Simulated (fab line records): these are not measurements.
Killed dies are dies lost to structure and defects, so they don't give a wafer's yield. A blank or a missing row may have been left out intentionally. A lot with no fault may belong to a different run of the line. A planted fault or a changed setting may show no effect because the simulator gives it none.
The tool behind it: which one? | flow n5Finfet | 10 lots with 30 wafers sampled at 2 steps, on a route of 1938 steps

WHAT EACH GAUGE READ, for each wafer
N5_BEOL_M6_INSPECT_30: inspects for defects (brightfield).
lot  | measured     | on               | rawDefectCount
L317 | day 9 03:49  | defectInspect-01 | 469 354 417
L320 | day 10 00:58 | defectInspect-02 | 510 571 620
L322 | day 10 16:21 | defectInspect-01 | 432 557 461
L331 | day 12 17:56 | defectInspect-01 | 445 591 466
L332 | day 13 08:59 | defectInspect-02 | 377 485 409
L334 | day 13 14:16 | defectInspect-02 | 531 623 499
L335 | day 13 17:19 | defectInspect-01 | 385 303 501
L337 | day 14 12:38 | defectInspect-01 | 526 553 480
L339 | day 15 01:35 | defectInspect-02 | 292 459 339
L338 | day 15 13:31 | defectInspect-02 | 313 408 367

WHICH TOOL RAN EACH LOT (tool, then ch and the chambers of the sampled wafers, then the start)
lot  | N5_BEOL_M6_STRIP_67
L317 | rieDiel-02 ch 2,3, day 9 00:22
L320 | rieDiel-01 ch 0,2,3, day 10 00:13
L322 | rieDiel-04 ch 0,3, day 10 13:59
L331 | rieDiel-02 ch 1,2,3, day 12 17:11
L332 | rieDiel-01 ch 2,3, day 13 06:13
L334 | rieDiel-02 ch 0,1, day 13 10:19
L335 | rieDiel-04 ch 1,3, day 13 14:53
L337 | rieDiel-01 ch 0,3, day 14 11:04
L339 | rieDiel-02 ch 1,2,3, day 15 00:47
L338 | rieDiel-04 ch 1,2,3, day 15 11:04
- N5_BEOL_M6_STRIP_67: strips in CF4.

WHAT THE TOOLS THEMSELVES READ (means of the sampled wafers that have a number; where no wafer has one, the mark that the record gives instead)
N5_BEOL_M6_STRIP_67.
lot  | tool       | cf4FlowSccm (sccm) | drypumpMotorCurrentA (A) | oesProductAu (a.u.) | rfVppV (V) | showerheadPlenumPTorr (Torr) | throttleValvePct (%)
L317 | rieDiel-02 | 149.4              | 5.2                      | 0.73                | 271.5      | 1.83                         | 13.58
L320 | rieDiel-01 | 149.5              | 5.7                      | 0.85                | 272.6      | 1.84                         | 13.34
L322 | rieDiel-04 | 149.6              | 5.7                      | 0.75                | 271.1      | 1.78                         | 13.76
L331 | rieDiel-02 | 149.5              | 5.1                      | 0.73                | 271.7      | 1.80                         | 13.69
L332 | rieDiel-01 | 150.1              | 6.0                      | 0.82                | 271.8      | 1.83                         | 13.39
L334 | rieDiel-02 | 149.7              | 5.0                      | 0.84                | 271.8      | 1.81                         | 13.73
L335 | rieDiel-04 | 149.7              | 5.5                      | 0.82                | 270.2      | 1.78                         | 13.55
L337 | rieDiel-01 | 150.0              | 5.4                      | 0.82                | 271.9      | 1.83                         | 13.44
L339 | rieDiel-02 | 150.0              | 5.1                      | 0.72                | 271.3      | 1.79                         | 13.75
L338 | rieDiel-04 | 150.1              | 5.5                      | 0.80                | 271.6      | 1.78                         | 13.62

THE ANSWER, worked out from the rows above alone
Rule: the usual values come from the lots themselves. The widest of any qualifying gaps counts: lots, ordered by their means at a reading, are off when they make up no more than a third of the lots, leave a main group of 4 or more, and stand apart from it by 3 or more times the standard deviation of that group's means. A main group whose means are all the same, to the digits that the tables above print for the reading, isn't used. Also off: a lot with no number at a reading for which 4 or more lots have one. All remaining lots with rows at the step are treated as sound. Order of review: gauges by route order, followed by the tools' own readings, for which a lot's mean as printed above is used. At the first step where some lot is off, the reading lying furthest off is the one used; lots without a number count as furthest.
No lot is off on any of the readings shown, so nothing can be concluded from this.

WHAT HAD BEEN PUT IN BY THE SIMULATOR
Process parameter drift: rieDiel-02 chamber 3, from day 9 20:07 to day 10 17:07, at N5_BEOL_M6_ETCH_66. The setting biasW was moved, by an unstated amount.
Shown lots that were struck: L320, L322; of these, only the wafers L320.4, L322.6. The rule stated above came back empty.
